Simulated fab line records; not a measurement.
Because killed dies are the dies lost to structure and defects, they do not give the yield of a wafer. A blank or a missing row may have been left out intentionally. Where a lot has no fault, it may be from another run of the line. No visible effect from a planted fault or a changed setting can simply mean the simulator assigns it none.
fab line records	flow n5Finfet
[record] lots = 11	wafers = 32	lastDay = 24
route steps=1938 shown BEOL_M6@1262 BEOL_M7@1264 PASSIVATION@1936
lots that met no fault: from a run of the same line without faults
startH: the number of hours between the record's first day and the start of the first shown wafer of the lot	waitH: time in hours since the lot's previous step	" same as the row above	L1.1+2: one row covering several wafers at once	- no value, or no start given	* or withheld: withheld	< > ~ a bound
route shown NAME@n: NAME is a module with steps in the file, n the number in the route of the first one	usual: mean and standard deviation over wafers with no fault	same: alike in all rows	chamber/n: place in a boat	sites: per-site readings	_std_site: the values' standard deviation	_edge_site: outer sites' mean less inner sites'	radiusMm: how far each site lies from the wafer's centre	mask NAME#n: copy n	behind: the most recent tool/chamber to have shaped the wafer	hold: cause of the lot's hold/its duration in hours/its outcome	device: the transistor (n, p or np) that didn't switch	end of line: at the end of the route, the tests of the same wafers	for a step that has no rows: nothing shown but its recipe	killed: count of dies lost to structure and defects at first sort (not the wafer's yield)	map: a wafer's dies, marking killed ones x, the rest . and places with no die _
set.NAME: the run value of the setting; set.NAME@STEP: its run value at that earlier step	model.NAME: the simulator's own value behind a step, which no gauge read
the route's steps for a sample of lots (tables are steps, rows are wafers)
services: a tool's chamber out of use, with start hour (startH, from the record's first day; less than 0 if before it), hours out, and reason
[[steps]]
[step N5_BEOL_M6_INSPECT_58]
[recipe] inspectInstrument = darkfield	mode = postDep
[usual] rawDefectCount = 70/20
lot.wafer	tool	chamber	startH	waitH	rawDefectCount
L121.2	defectInspect-02	-	334.16	0.0	45
L121.4	"	-	"	"	54
L121.6	"	-	"	"	43
L117.2	defectInspect-02	-	368.31	0.0	71
L117.4	"	-	"	"	111
L117.5	"	-	"	"	91
L122.1	defectInspect-02	-	373.11	0.0	49
L122.2	"	-	"	"	83
L122.3	"	-	"	"	54
L123.1	defectInspect-02	-	382.73	0.0	74
L123.5	"	-	"	"	49
L123.6	"	-	"	"	48
L126.1	defectInspect-01	-	405.77	0.0	47
L126.3	"	-	"	"	69
L126.4	"	-	"	"	54
L124.2	defectInspect-01	-	413.38	0.0	63
L124.3	"	-	"	"	47
L124.5	"	-	"	"	92
L125.1	defectInspect-01	-	422.59	0.0	87
L125.5	"	-	"	"	84
L125.6	"	-	"	"	66
L131.3	defectInspect-01	-	433.53	0.0	76
L131.4	"	-	"	"	70
L131.5	"	-	"	"	51
L135.2	defectInspect-02	-	457.14	0.0	40
L135.3	"	-	"	"	63
L135.4	"	-	"	"	56
L136.3	defectInspect-01	-	459.42	0.0	84
L136.4	"	-	"	"	66
L139.1	defectInspect-01	-	485.14	0.0	117
L139.2	"	-	"	"	92
L139.6	"	-	"	"	91
[step N5_BEOL_M7_CURE_74]
[recipe] tempC = 385	timeS = 240	ambient = He/Ar	material = SiCOH_lowk
[usual] lampPowerPct = 52.32/0.054	wafer_temp_C_max = 387.1/0.67
lot.wafer	tool	chamber	startH	waitH	lampPowerPct	wafer_temp_C_max
L121.2	uvCure-03	2	334.42	0.2	52.22	387.0
L121.4	"	2	"	"	52.36	386.3
L121.6	"	2	"	"	52.31	386.1
L117.2	uvCure-03	1	368.49	0.1	52.39	387.8
L117.4	"	1	"	"	52.33	387.8
L117.5	"	1	"	"	52.37	387.8
L122.1	uvCure-01	0	373.24	0.1	52.26	388.2
L122.2	"	0	"	"	52.36	387.1
L122.3	"	0	"	"	52.39	388.4
L123.1	uvCure-01	2	382.83	0.0	52.34	386.9
L123.5	"	2	"	"	52.28	386.8
L123.6	"	2	"	"	52.42	386.5
L126.1	uvCure-03	2	406.74	0.9	52.43	386.5
L126.3	"	2	"	"	52.33	386.6
L126.4	"	2	"	"	52.38	386.7
L124.2	uvCure-02	1	413.58	0.1	52.30	387.7
L124.3	"	1	"	"	52.30	387.5
L124.5	"	1	"	"	52.32	387.5
L125.1	uvCure-02	1	423.09	0.4	52.28	387.4
L125.5	"	1	"	"	52.38	388.1
L125.6	"	1	"	"	52.25	387.5
L131.3	uvCure-01	0	433.95	0.4	52.32	387.0
L131.4	"	0	"	"	52.35	387.2
L131.5	"	0	"	"	52.26	388.2
L135.2	uvCure-02	2	457.91	0.7	52.30	386.6
L135.3	"	2	"	"	52.36	386.1
L135.4	"	2	"	"	52.31	386.2
L136.3	uvCure-02	2	459.68	0.2	52.30	387.2
L136.4	"	2	"	"	52.35	386.5
L139.1	uvCure-03	2	485.24	0.0	52.28	386.7
L139.2	"	2	"	"	52.35	386.4
L139.6	"	2	"	"	52.38	386.3
[step N5_BEOL_M7_ETCH_61]
[recipe] chemistry = CF4	target = SiARC	targetDepthA = 455	maskMaterial = CAR-ArF	timeS = 75.8	ionEnergyEv = 80	pressureMtorr = 40	sourceW = 545	biasW = 36	Ar_flow_sccm = 100	cf4FlowSccm = 100	ends = cleared
[usual] biasW = 36.01/0.1	drypumpMotorCurrentA = 5.6/0.39	etchRfOnTimeS = 76.3/1.7	oesProductAu = 0.70/0.08	rfVppV = 183.8/0.95	showerheadPlenumPTorr = 2.13/0.046	throttleValvePct = 15.48/0.15
lot.wafer	tool	chamber	startH	waitH	biasW	drypumpMotorCurrentA	etchRfOnTimeS	oesProductAu	rfHoursCounterH	rfVppV	showerheadPlenumPTorr	throttleValvePct
L121.2	rieDiel-05	2	337.94	0.0	36.12	5.7	75.4	0.61	201	184.2	2.14	15.61
L121.4	"	1	"	"	36.03	5.9	74.7	0.77	17	184.0	2.10	15.33
L121.6	"	3	"	"	35.88	5.9	72.8	0.80	-	184.7	2.11	15.33
L117.2	rieDiel-05	1	370.34	0.0	35.97	5.9	75.5	0.76	24	184.3	2.10	15.33
L117.4	"	0	"	"	35.91	5.3	78.5	0.80	8	183.3	2.10	15.29
L117.5	"	3	"	"	36.09	5.9	74.6	0.78	-	182.4	2.11	15.35
L122.1	rieDiel-01	2	376.10	0.0	36.04	6.2	76.4	0.70	86	183.9	2.16	15.50
L122.2	"	0	"	"	35.94	5.0	78.3	0.60	183	182.7	2.05	15.42
L122.3	"	3	"	"	35.87	6.2	76.2	0.72	70	184.4	2.15	15.30
L123.1	rieDiel-01	3	384.25	0.0	35.98	6.2	75.4	0.72	72	182.7	2.15	15.30
L123.5	"	2	"	"	36.29	6.2	76.5	0.70	-	183.6	2.16	15.50
L123.6	"	1	"	"	35.92	5.6	76.5	0.63	-	184.1	2.15	15.59
L126.1	rieDiel-01	2	412.37	0.0	-	6.2	112.4	0.59	96	184.7	2.15	15.51
L126.3	"	1	"	"	-	5.6	113.9	0.54	171	182.8	2.15	15.58
L126.4	"	0	"	"	-	5.0	115.2	0.52	-	183.6	2.04	15.42
L124.2	rieDiel-01	1	416.94	0.0	-	5.6	114.4	0.53	172	183.1	2.15	15.59
L124.3	"	2	"	"	-	6.2	113.4	0.59	98	184.0	2.15	15.53
L124.5	"	3	"	"	-	6.2	113.0	0.61	-	184.5	2.15	15.33
L125.1	rieDiel-01	0	426.40	0.0	-	5.0	113.8	0.51	198	181.4	2.04	15.44
L125.5	"	3	"	"	-	6.2	112.1	0.61	-	184.5	2.15	15.32
L125.6	"	2	"	"	-	6.1	111.7	0.59	-	184.3	2.15	15.56
L131.3	rieDiel-05	1	435.75	0.0	35.98	6.0	75.1	0.75	39	183.1	2.09	15.35
L131.4	"	0	"	"	35.97	5.3	76.9	0.77	24	183.2	2.10	15.33
L131.5	"	0	"	"	36.09	5.3	76.4	0.78	-	183.8	2.10	15.32
L135.2	rieDiel-04	1	460.79	0.0	36.08	5.4	74.4	0.80	22	182.3	2.12	15.59
L135.3	"	2	"	"	36.07	5.1	75.1	0.77	31	184.7	2.18	15.33
L135.4	"	0	"	"	35.93	5.3	78.7	0.64	-	184.0	2.23	15.79
L136.3	rieDiel-05	3	461.51	0.0	35.99	5.9	73.8	0.76	60	182.8	2.10	15.42
L136.4	"	2	"	"	36.11	5.6	75.5	0.59	232	183.4	2.13	15.66
L139.1	rieDiel-05	1	488.32	0.0	36.05	5.9	76.1	0.72	57	184.0	2.08	15.41
L139.2	"	3	"	"	36.03	5.9	74.9	0.73	69	182.6	2.10	15.43
L139.6	"	0	"	"	36.11	5.3	78.5	0.74	-	184.2	2.09	15.36
[step N5_BEOL_M7_HM_OPEN_17]
[recipe] chemistry = Cl2/BCl3	targetDepthA = 200	overetchA = 60	target = TiN	maskMaterial = SOC	ionEnergyEv = 150	pressureMtorr = 10	icpW = 1000	biasW = 126	Cl2_flow_sccm = 53.25	bcl3FlowSccm = 21.75	Ar_flow_sccm = 25
[usual] bcl3FlowSccm = 21.76/0.064	biasW = 126.0/0.35	drypumpMotorCurrentA = 5.7/0.36	oesProductAu = 0.71/0.062	throttleValvePct = 21.98/0.27
lot.wafer	tool	chamber	startH	waitH	bcl3FlowSccm	biasW	drypumpMotorCurrentA	oesProductAu	rfHoursCounterH	throttleValvePct
L121.2	rieMetal-03	1	338.18	0.0	21.65	125.8	5.5	0.60	79	22.55
L121.4	"	0	"	"	21.86	125.7	6.1	0.78	-	21.75
L121.6	"	0	"	"	21.83	125.6	6.1	0.79	-	21.74
L117.2	rieMetal-02	0	370.58	0.0	21.79	126.3	5.9	0.80	2	21.70
L117.4	"	1	"	"	21.73	125.2	5.9	0.72	-	22.07
L117.5	"	1	"	"	21.72	125.6	6.0	0.70	-	22.07
L122.1	rieMetal-02	0	376.34	0.0	21.70	125.8	5.8	0.79	2	21.72
L122.2	"	1	"	"	21.76	125.3	6.0	0.70	24	22.08
L122.3	"	1	"	"	21.85	125.8	6.0	0.70	-	22.10
L123.1	rieMetal-03	0	384.49	0.0	21.67	126.4	6.1	0.77	8	21.76
L123.5	"	1	"	"	21.81	125.5	5.5	0.59	-	22.55
L123.6	"	0	"	"	21.67	125.9	6.1	0.76	-	21.75
L126.1	rieMetal-03	1	412.61	0.0	21.73	126.0	5.5	0.58	84	22.58
L126.3	"	1	"	"	21.78	125.9	5.5	0.59	-	22.56
L126.4	"	0	"	"	21.71	126.0	6.1	0.75	-	21.75
L124.2	rieMetal-02	1	417.19	0.0	21.85	125.9	6.0	0.69	29	22.09
L124.3	"	1	"	"	21.84	126.1	5.9	0.68	-	22.11
L124.5	"	0	"	"	21.66	125.5	5.9	0.77	-	21.74
L125.1	rieMetal-02	1	426.64	0.0	21.76	126.6	6.0	0.69	30	22.09
L125.5	"	1	"	"	21.87	125.9	6.0	0.67	-	22.11
L125.6	"	0	"	"	21.82	126.5	5.9	0.75	-	21.76
L131.3	rieMetal-02	1	436.03	0.1	21.83	125.6	6.0	0.68	-	22.11
L131.4	"	0	"	"	21.75	125.5	5.8	0.74	-	21.74
L131.5	"	1	"	"	21.82	125.5	6.0	0.68	-	22.11
L135.2	rieMetal-02	0	461.04	0.0	21.76	126.1	5.8	0.75	11	21.73
L135.3	"	0	"	"	21.85	126.6	5.9	0.75	-	21.75
L135.4	"	1	"	"	21.80	125.6	5.9	0.67	-	22.11
L136.3	rieMetal-01	0	461.79	0.1	21.72	126.7	5.8	0.70	-	21.94
L136.4	"	1	"	"	21.71	126.1	4.9	0.63	-	21.99
L139.1	rieMetal-03	1	488.58	0.1	21.71	126.1	5.5	0.80	3	22.42
L139.2	"	0	"	"	21.76	125.8	6.1	0.74	18	21.74
L139.6	"	0	"	"	21.80	125.9	6.1	0.73	-	21.76
[step N5_PASSIVATION_PROBE_49]
[usual] defectLimitedYield = 90.7/1.5	killed_at_M0_to_M3 = 38/11	killed_at_M4_up = 15/5.5	killedAtContacts = 12/6	killedAtFrontEnd = 41/11	killedAtOther = 3.5/2.7	killedDies = 110/18	killedOpen = 72/13	killedShort = 35/8.7	sort_bin_5_function = 5.5/1.1	sort_bin_6_memory = 3.4/0.63	sortNPass = 1070/18	sortYieldPct = 90.7/1.5
[same] grossDies = 1180	killedAtBackSide = 0	sort_bin_4_leakage[%] = 0	sort_bin_8_speed[%] = 0
lot.wafer	tool	chamber	startH	waitH	defectLimitedYield[%]	killed_at_M0_to_M3	killed_at_M4_up	killedAtContacts	killedAtFrontEnd	killedAtOther	killedDies	killedOpen	killedShort	sort_bin_5_function[%]	sort_bin_6_memory[%]	sortNPass	sortYieldPct[%]
L121.2	prober-02	-	423.43	0.1	91.8	29	19	12	37	0	97	62	34	5.3	2.7	1083	91.8
L121.4	prober-02	-	423.53	0.2	93.0	34	16	3	22	8	83	56	26	4.9	1.9	1097	93.0
L121.6	prober-02	-	423.63	0.3	93.8	16	16	14	23	4	73	54	18	2.9	2.9	1107	93.8
L122.1	prober-01	-	463.22	0.0	90.8	33	15	9	49	3	109	78	31	5.8	3.3	1071	90.8
L122.2	prober-01	-	463.27	0.1	91.5	26	12	14	45	3	100	61	39	5.1	2.9	1080	91.5
L122.3	prober-01	-	463.32	0.1	92.2	28	21	5	36	2	92	65	25	4.4	3.1	1088	92.2
L117.2	prober-02	-	469.29	0.1	89.5	51	18	11	40	4	124	82	41	5.8	4.2	1056	89.5
L117.4	prober-02	-	469.39	0.2	90.3	45	11	22	36	1	115	74	39	6.2	3.2	1065	90.3
L117.5	prober-02	-	469.44	0.2	90.6	48	11	13	37	2	111	74	36	5.6	3.5	1069	90.6
L123.1	prober-02	-	474.68	0.0	89.3	49	14	20	37	6	126	78	46	6.2	3.9	1054	89.3
L123.5	prober-02	-	474.88	0.2	90.6	49	16	7	32	7	111	74	34	5.9	3.3	1069	90.6
L123.6	prober-02	-	474.93	0.3	88.3	42	18	25	49	4	138	83	55	7.4	3.7	1042	88.3
L124.2	prober-02	-	507.30	0.1	93.2	30	13	6	30	1	80	52	27	3.4	3.2	1100	93.2
L124.3	prober-02	-	507.35	0.1	91.1	33	20	6	45	1	105	64	37	4.9	3.5	1075	91.1
L124.5	prober-02	-	507.45	0.2	89.5	34	33	8	49	0	124	70	48	6.2	3.3	1056	89.5
L126.1	prober-01	-	510.60	0.0	89.7	37	19	10	49	7	122	65	56	5.7	3.9	1058	89.7
L126.3	prober-01	-	510.70	0.1	90.3	49	16	8	39	3	115	67	47	5.9	3.4	1065	90.3
L126.4	prober-01	-	510.75	0.2	86.7	65	10	18	58	6	157	111	46	8.6	4.2	1023	86.7
L125.1	prober-02	-	510.90	0.0	89.2	60	22	10	31	5	128	85	35	6.2	4.5	1052	89.2
L125.5	prober-02	-	511.10	0.2	92.8	37	9	9	26	4	85	60	25	4.5	2.5	1095	92.8
L125.6	prober-02	-	511.15	0.3	90.0	39	19	5	52	3	118	88	29	6.2	3.6	1062	90.0
L131.3	prober-02	-	536.03	0.1	89.7	51	17	11	41	1	121	81	35	6.1	3.6	1059	89.7
L131.4	prober-02	-	536.08	0.2	89.2	44	18	7	56	3	128	70	52	6.4	3.6	1052	89.2
L131.5	prober-02	-	536.13	0.2	88.9	28	17	13	73	0	131	98	33	6.4	4.2	1049	88.9
L135.2	prober-02	-	546.24	0.1	89.5	30	16	19	57	2	124	98	25	6.8	3.6	1056	89.5
L135.3	prober-02	-	546.29	0.1	91.4	38	7	23	31	2	101	71	30	4.9	3.4	1079	91.4
L135.4	prober-02	-	546.34	0.2	89.2	35	20	14	56	3	128	100	27	6.9	3.6	1052	89.2
L136.3	prober-01	-	554.84	0.1	89.4	48	13	10	46	8	125	77	48	6.4	3.5	1055	89.4
L136.4	prober-01	-	554.89	0.2	90.7	40	16	10	36	8	110	81	29	5.9	3.1	1070	90.7
L139.1	prober-01	-	576.66	0.0	89.9	43	24	9	43	0	119	79	38	6.7	3.1	1061	89.9
L139.2	prober-01	-	576.71	0.1	92.1	35	20	7	29	2	93	66	27	4.4	3.2	1087	92.1
L139.6	prober-01	-	576.91	0.3	90.8	46	16	6	38	3	109	75	31	5.7	3.2	1071	90.8
// killed by level:class
L121.2 BEOL_M0_SAQP:geometricParticle:short=11 MOL_CONTACT_COAG:geometricParticle:open=10 BEOL_M0_SAQP:geometricParticle:open=7 BEOL_M4:geometricParticle:open=7 FIN_SAQP:geometricParticle:open=6 FIN_SAQP:geometricParticle:short=6 BEOL_M2:geometricParticle:open=5 BEOL_M5:geometricParticle:open=5
L121.4 BEOL_M5:geometricParticle:open=7 BEOL_M0_SAQP:geometricParticle:open=6 BEOL_M0_SAQP:geometricParticle:short=6 BEOL_M3:geometricParticle:open=6 BEOL_M2:geometricParticle:open=5 FIN_SAQP:geometricParticle:short=4 GATE_CUT:geometricParticle:short=4 STARTING-WAFER:geometricParticle:open=4
L121.6 MOL_CONTACT_COAG:geometricParticle:open=12 BEOL_M4:geometricParticle:open=7 STI_FIN_REVEAL:geometricParticle:open=5 BEOL_M0_SAQP:geometricParticle:short=5 FIN_SAQP:geometricParticle:short=4 BEOL_M7:geometricParticle:open=4 STARTING-WAFER:geometricParticle:open=4 PAD_METAL:geometricParticle:open=3
L122.1 STI_FIN_REVEAL:geometricParticle:open=10 FIN_SAQP:geometricParticle:open=9 BEOL_M4:geometricParticle:open=9 MOL_CONTACT_COAG:geometricParticle:open=8 BEOL_M1:geometricParticle:open=8 FIN_SAQP:geometricParticle:short=7 BEOL_M0_SAQP:geometricParticle:open=7 BEOL_M0_SAQP:geometricParticle:short=7
L122.2 FIN_SAQP:geometricParticle:short=13 STI_FIN_REVEAL:geometricParticle:open=13 MOL_CONTACT_COAG:geometricParticle:open=10 BEOL_M0_SAQP:geometricParticle:open=7 BEOL_M0_SAQP:geometricParticle:short=7 BEOL_M1:geometricParticle:open=7 BEOL_M4:geometricParticle:open=5 FIN_SAQP:geometricParticle:open=4
L122.3 STI_FIN_REVEAL:geometricParticle:open=11 BEOL_M4:geometricParticle:open=11 BEOL_M0_SAQP:geometricParticle:open=6 FIN_SAQP:geometricParticle:open=5 DUMMY_GATE:geometricParticle:open=5 BEOL_M0_SAQP:geometricParticle:short=5 STI_FIN_REVEAL:geometricParticle:short=4 MOL_CONTACT_COAG:geometricParticle:open=4
L117.2 BEOL_M0_SAQP:geometricParticle:short=14 BEOL_M0_SAQP:geometricParticle:open=13 STI_FIN_REVEAL:geometricParticle:open=12 MOL_CONTACT_COAG:geometricParticle:open=10 BEOL_M2:geometricParticle:open=9 BEOL_M4:geometricParticle:open=8 FIN_SAQP:geometricParticle:open=6 BEOL_M1:geometricParticle:open=6
L117.4 STI_FIN_REVEAL:geometricParticle:open=15 MOL_CONTACT_COAG:geometricParticle:open=15 BEOL_M2:geometricParticle:open=8 BEOL_M3:geometricParticle:open=8 MOL_CONTACT_COAG:geometricParticle:short=7 BEOL_M0_SAQP:geometricParticle:short=7 BEOL_M0_SAQP:geometricParticle:open=7 FIN_SAQP:geometricParticle:open=5
L117.5 MOL_CONTACT_COAG:geometricParticle:open=11 BEOL_M2:geometricParticle:open=10 STI_FIN_REVEAL:geometricParticle:open=8 BEOL_M3:geometricParticle:open=8 BEOL_M0_SAQP:geometricParticle:short=7 BEOL_M1:geometricParticle:open=7 BEOL_M0:geometricParticle:open=6 STARTING-WAFER:geometricParticle:short=6
L123.1 MOL_CONTACT_COAG:geometricParticle:open=16 BEOL_M0_SAQP:geometricParticle:open=16 FIN_SAQP:geometricParticle:short=10 DUMMY_GATE:geometricParticle:open=9 BEOL_M0_SAQP:geometricParticle:short=9 BEOL_M2:geometricParticle:open=7 BEOL_M1:geometricParticle:short=5 GATE_CUT:geometricParticle:short=4
L123.5 BEOL_M0_SAQP:geometricParticle:open=13 BEOL_M0_SAQP:geometricParticle:short=10 FIN_SAQP:geometricParticle:open=9 MOL_CONTACT_COAG:geometricParticle:open=7 BEOL_M1:geometricParticle:open=7 BEOL_M4:geometricParticle:open=7 STI_FIN_REVEAL:geometricParticle:open=6 BEOL_M2:geometricParticle:open=5
L123.6 MOL_CONTACT_COAG:geometricParticle:open=20 FIN_SAQP:geometricParticle:short=13 FIN_SAQP:geometricParticle:open=10 BEOL_M2:geometricParticle:open=8 BEOL_M0_SAQP:geometricParticle:short=8 GATE_CUT:geometricParticle:short=6 BEOL_M4:geometricParticle:open=6 BEOL_M2:geometricParticle:short=6
L124.2 BEOL_M2:geometricParticle:open=10 FIN_SAQP:geometricParticle:short=9 BEOL_M4:geometricParticle:open=8 MOL_CONTACT_COAG:geometricParticle:open=6 FIN_SAQP:geometricParticle:open=5 GATE_CUT:geometricParticle:open=5 BEOL_M3:geometricParticle:open=5 BEOL_M1:geometricParticle:open=4
L124.3 FIN_SAQP:geometricParticle:open=9 BEOL_M4:geometricParticle:open=9 FIN_SAQP:geometricParticle:short=8 BEOL_M1:geometricParticle:open=8 BEOL_M3:geometricParticle:open=6 MOL_CONTACT_COAG:geometricParticle:open=5 BEOL_M2:geometricParticle:open=5 STI_FIN_REVEAL:geometricParticle:open=4
L124.5 BEOL_M4:geometricParticle:open=16 GATE_CUT:geometricParticle:short=14 BEOL_M1:geometricParticle:open=11 FIN_SAQP:geometricParticle:open=7 MOL_CONTACT_COAG:geometricParticle:open=7 BEOL_M4:geometricParticle:short=6 BEOL_M2:geometricParticle:open=5 BEOL_M3:geometricParticle:open=5
L126.1 FIN_SAQP:geometricParticle:short=10 GATE_CUT:geometricParticle:short=8 MOL_CONTACT_COAG:geometricParticle:open=7 BEOL_M0_SAQP:geometricParticle:short=6 BEOL_M1:geometricParticle:open=6 STARTING-WAFER:geometricParticle:open=6 DUMMY_GATE:geometricParticle:open=5 GATE_CUT:geometricParticle:open=5
L126.3 STI_FIN_REVEAL:geometricParticle:open=9 BEOL_M1:geometricParticle:short=9 BEOL_M0_SAQP:geometricParticle:short=8 FIN_SAQP:geometricParticle:short=7 GATE_CUT:geometricParticle:short=7 BEOL_M3:geometricParticle:open=7 MOL_CONTACT_COAG:geometricParticle:open=6 BEOL_M0_SAQP:geometricParticle:open=6
L126.4 FIN_SAQP:geometricParticle:open=15 BEOL_M2:geometricParticle:open=15 BEOL_M1:geometricParticle:open=14 MOL_CONTACT_COAG:geometricParticle:open=14 FIN_SAQP:geometricParticle:short=12 BEOL_M3:geometricParticle:open=9 DUMMY_GATE:geometricParticle:open=8 BEOL_M0_SAQP:geometricParticle:open=8
L125.1 BEOL_M2:geometricParticle:open=16 BEOL_M4:geometricParticle:open=11 BEOL_M0:geometricParticle:open=10 BEOL_M0_SAQP:geometricParticle:open=9 MOL_CONTACT_COAG:geometricParticle:open=7 BEOL_M0_SAQP:geometricParticle:short=7 BEOL_M1:geometricParticle:open=6 BEOL_M2:geometricParticle:short=6
L125.5 BEOL_M2:geometricParticle:open=10 MOL_CONTACT_COAG:geometricParticle:open=7 BEOL_M0:geometricParticle:open=7 BEOL_M0_SAQP:geometricParticle:open=6 BEOL_M3:geometricParticle:open=6 STARTING-WAFER:geometricParticle:short=6 DUMMY_GATE:geometricParticle:open=5 BEOL_M0_SAQP:geometricParticle:short=5
L125.6 FIN_SAQP:geometricParticle:open=13 BEOL_M2:geometricParticle:open=13 DUMMY_GATE:geometricParticle:open=12 BEOL_M4:geometricParticle:open=11 STI_FIN_REVEAL:geometricParticle:open=8 BEOL_M1:geometricParticle:open=6 MOL_CONTACT_COAG:geometricParticle:open=4 FIN_SAQP:geometricParticle:short=3
L131.3 BEOL_M0_SAQP:geometricParticle:short=17 BEOL_M0_SAQP:geometricParticle:open=15 STI_FIN_REVEAL:geometricParticle:open=13 MOL_CONTACT_COAG:geometricParticle:open=9 BEOL_M1:geometricParticle:open=6 FIN_SAQP:geometricParticle:open=5 BEOL_M4:geometricParticle:open=5 BEOL_M1:geometricParticle:short=5
L131.4 STI_FIN_REVEAL:geometricParticle:open=19 BEOL_M0_SAQP:geometricParticle:short=16 BEOL_M0_SAQP:geometricParticle:open=14 FIN_SAQP:geometricParticle:short=11 BEOL_M4:geometricParticle:open=11 STI_FIN_REVEAL:geometricParticle:short=7 MOL_CONTACT_COAG:geometricParticle:open=5 BEOL_M1:geometricParticle:open=5
L131.5 STI_FIN_REVEAL:geometricParticle:open=29 BEOL_M4:geometricParticle:open=12 FIN_SAQP:geometricParticle:open=11 MOL_CONTACT_COAG:geometricParticle:open=10 BEOL_M0_SAQP:geometricParticle:open=10 FIN_SAQP:geometricParticle:short=7 DUMMY_GATE:geometricParticle:open=6 STI_FIN_REVEAL:geometricParticle:short=5
L135.2 STI_FIN_REVEAL:geometricParticle:open=23 MOL_CONTACT_COAG:geometricParticle:open=18 FIN_SAQP:geometricParticle:open=8 FIN_SAQP:geometricParticle:short=7 BEOL_M4:geometricParticle:open=7 BEOL_M0_SAQP:geometricParticle:open=6 BEOL_M3:geometricParticle:open=5 BEOL_M1:geometricParticle:open=5
L135.3 MOL_CONTACT_COAG:geometricParticle:open=19 BEOL_M3:geometricParticle:open=14 BEOL_M0_SAQP:geometricParticle:open=9 STI_FIN_REVEAL:geometricParticle:open=6 BEOL_M0_SAQP:geometricParticle:short=6 ILD0:geometricParticle:short=5 ILD0:geometricParticle:open=4 GATE_CUT:geometricParticle:short=4
L135.4 STI_FIN_REVEAL:geometricParticle:open=22 MOL_CONTACT_COAG:geometricParticle:open=14 FIN_SAQP:geometricParticle:open=9 BEOL_M0_SAQP:geometricParticle:open=9 BEOL_M3:geometricParticle:open=9 BEOL_M4:geometricParticle:open=9 GATE_CUT:geometricParticle:open=5 STI_FIN_REVEAL:geometricParticle:short=4
L136.3 BEOL_M3:geometricParticle:open=13 BEOL_M2:geometricParticle:open=8 FIN_SAQP:geometricParticle:open=7 BEOL_M3:geometricParticle:short=7 STARTING-WAFER:geometricParticle:short=7 MOL_CONTACT_COAG:geometricParticle:open=7 BEOL_M0_SAQP:geometricParticle:open=7 FIN_SAQP:geometricParticle:short=5
L136.4 BEOL_M3:geometricParticle:open=16 BEOL_M2:geometricParticle:open=9 MOL_CONTACT_COAG:geometricParticle:open=8 BEOL_M4:geometricParticle:open=8 FIN_SAQP:geometricParticle:short=7 STI_FIN_REVEAL:geometricParticle:open=6 BEOL_M1:geometricParticle:open=6 FIN_SAQP:geometricParticle:open=4
L139.1 BEOL_M1:geometricParticle:open=16 BEOL_M4:geometricParticle:open=11 FIN_SAQP:geometricParticle:short=10 MOL_CONTACT_COAG:geometricParticle:open=8 STI_FIN_REVEAL:geometricParticle:open=7 BEOL_M3:geometricParticle:open=6 BEOL_M0_SAQP:geometricParticle:open=5 BEOL_M0_SAQP:geometricParticle:short=5
L139.2 BEOL_M4:geometricParticle:open=10 BEOL_M1:geometricParticle:open=7 BEOL_M2:geometricParticle:open=6 BEOL_M0:geometricParticle:open=6 STI_FIN_REVEAL:geometricParticle:open=5 MOL_CONTACT_COAG:geometricParticle:open=5 BEOL_M3:geometricParticle:open=4 FIN_SAQP:geometricParticle:open=3
L139.6 BEOL_M0_SAQP:geometricParticle:open=12 BEOL_M0_SAQP:geometricParticle:short=10 DUMMY_GATE:geometricParticle:open=9 BEOL_M1:geometricParticle:open=9 BEOL_M4:geometricParticle:open=8 STI_FIN_REVEAL:geometricParticle:open=7 BEOL_M2:geometricParticle:open=7 BEOL_M3:geometricParticle:open=5
[[services]]
tool	chamber	startH	hours	kind
rieMetal-01	0	310.53	26.1	repair
uvCure-01	-	310.74	4.4	repair
rieMetal-02	0	324.63	-	clean
rieMetal-02	0	324.63	17.8	scheduledDown
rieMetal-02	-	341.69	0.2	repair
uvCure-01	-	343.72	1.0	pm
uvCure-03	-	344.09	22.2	pm
uvCure-03	-	372.27	7.5	pm
rieDiel-01	3	402.03	14.8	repair
rieMetal-01	0	405.52	9.5	repair
rieMetal-01	-	405.81	15.6	pm
rieDiel-01	0	408.18	3.1	repair
uvCure-03	-	417.92	14.1	repair
rieDiel-01	3	422.49	3.5	repair
rieMetal-03	-	435.58	0.9	repair
uvCure-02	-	445.05	3.4	pm
uvCure-01	-	451.72	6.0	pm
rieDiel-01	-	452.31	14.6	pm
uvCure-02	-	453.54	1.0	pm
uvCure-03	-	457.00	7.5	pm
uvCure-01	-	463.39	9.2	pm
rieDiel-01	-	467.94	2.8	pm
rieDiel-01	1	471.75	9.3	repair
rieDiel-01	3	475.74	4.3	repair
[[key]]
[firstSign] step = N5_BEOL_M7_ETCH_61	reading = etchRfOnTimeS	direction = up	sigmas = 22	usual = *	struck = *
[effect] step = N5_BEOL_M7_ETCH_61	reading = oesProductAu	direction = down	sigmas = 1.6	usual = 0.70	struck = 0.57
metAt N5_BEOL_M7_ETCH_61
struckLots L124,L125,L126
notActingAt N5_BEOL_M6_INSPECT_58,N5_BEOL_M7_CURE_74,N5_BEOL_M7_HM_OPEN_17
onsetBetween 384.25 412.37
[earlierFault] kind = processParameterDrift	tool = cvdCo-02	chamber = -	onsetH = 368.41	steps = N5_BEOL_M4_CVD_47	channel = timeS	offset = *	shape = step	actsIn = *	stated = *
[earlierFault] kind = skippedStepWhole	tool = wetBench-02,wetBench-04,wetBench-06	chamber = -	onsetH = 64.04	steps = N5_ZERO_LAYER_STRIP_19	scope = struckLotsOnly
[fault] kind = processParameterDrift	tool = rieDiel-01	chamber = -	onsetH = 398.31	steps = N5_BEOL_M7_ETCH_61	channel = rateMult	offset = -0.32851	shape = step
